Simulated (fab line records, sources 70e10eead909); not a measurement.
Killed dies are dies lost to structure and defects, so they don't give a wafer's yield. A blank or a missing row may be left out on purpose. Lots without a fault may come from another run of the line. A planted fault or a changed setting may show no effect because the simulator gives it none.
A struck lot beside a sound one | flow nand_harc | 13 steps out of a route of 1302
Sound: wafers L549.1, L549.2, L549.5. Struck: wafer L553.5. (L553.1, L553.6 of the same lot were not struck and are left out.) The cause comes at the end.
At each step with rows: each side's tool, then ch and its chambers, then its first start. Under that, the readings that differ: sound wafers | struck wafers | difference of the means | sigmas: that difference in standard deviations of wafers without a fault.
alike: readings whose means differ by less than 2 such deviations, and words and numbers that are the same on both sides. not compared: withheld readings, readings that some wafer has no value for, bounds like >300 that may hide the same value, and numbers for which the record gives no deviation and whose values overlap.
The two part at a step that has a row with sigmas, a row that says differs or no value, or rows on one side only. Numbers that don't overlap but have no deviation are shown without sigmas and don't part them. A reading that every wafer of one side lacks parts them only if that side has two wafers or more.

NHARC_A_ZERO_WELL_INSPECT_17:
  sound on defect_inspect-01, day 7 00:27; struck on defect_inspect-02, day 8 17:24
  alike: raw_defect_count
then, 3 steps without rows for these wafers: NHARC_A_SOURCE_PLATE_PRECLEAN_00 (cleans in HF-LAST, time 60 s); NHARC_A_SOURCE_PLATE_SRD_01; NHARC_A_SOURCE_PLATE_OXIDE_02 (material SiO2, target thk 10 nm, ox time 1362 s).
NHARC_A_SOURCE_PLATE_THK_MEAS_09: measures by ellipsometry.
  sound on film_metro-01, day 7 08:45; struck on film_metro-01, day 9 00:49
  alike: thk_nm
then, 3 steps without rows for these wafers: NHARC_A_SOURCE_PLATE_PVD_04 (deposits WSi2, target thk 50 nm); NHARC_A_SOURCE_PLATE_CVD_03 (deposits poly-Si, target thk 200 nm, time 4000 s); NHARC_A_SOURCE_PLATE_ANNEAL_05 (time 1800 s).
NHARC_A_SOURCE_PLATE_THK_MEAS_06: measures by ellipsometry.
  sound on film_metro-02, day 7 22:05; struck on film_metro-01, day 9 13:46
  alike: thk_nm
NHARC_A_SOURCE_PLATE_INSPECT_08:
  sound on defect_inspect-01, day 7 22:08; struck on defect_inspect-02, day 9 13:52
  alike: raw_defect_count
NHARC_A_ONON_D1_DEP_00: target thk 1000 nm.
  sound on pecvd_onon-02 ch 0, day 7 22:13; struck on pecvd_onon-01 ch 0, day 9 13:56
  alike: susceptor_temp_C
NHARC_A_ONON_D1_THK_MEAS_02: measures by ellipsometry.
  sound on film_metro-02, day 7 22:43; struck on film_metro-02, day 9 14:27
  reading     | sound          | struck | difference | sigmas
  thk_nm (nm) | 1009 1008 1012 | 871    | -139       | -11
then, 1 step without rows for these wafers: NHARC_A_ONON_D1_DEP_03 (target thk 1000 nm).

WHERE THEY PART
Only at NHARC_A_ONON_D1_THK_MEAS_02, within this record.

WHY: what the simulator had put in
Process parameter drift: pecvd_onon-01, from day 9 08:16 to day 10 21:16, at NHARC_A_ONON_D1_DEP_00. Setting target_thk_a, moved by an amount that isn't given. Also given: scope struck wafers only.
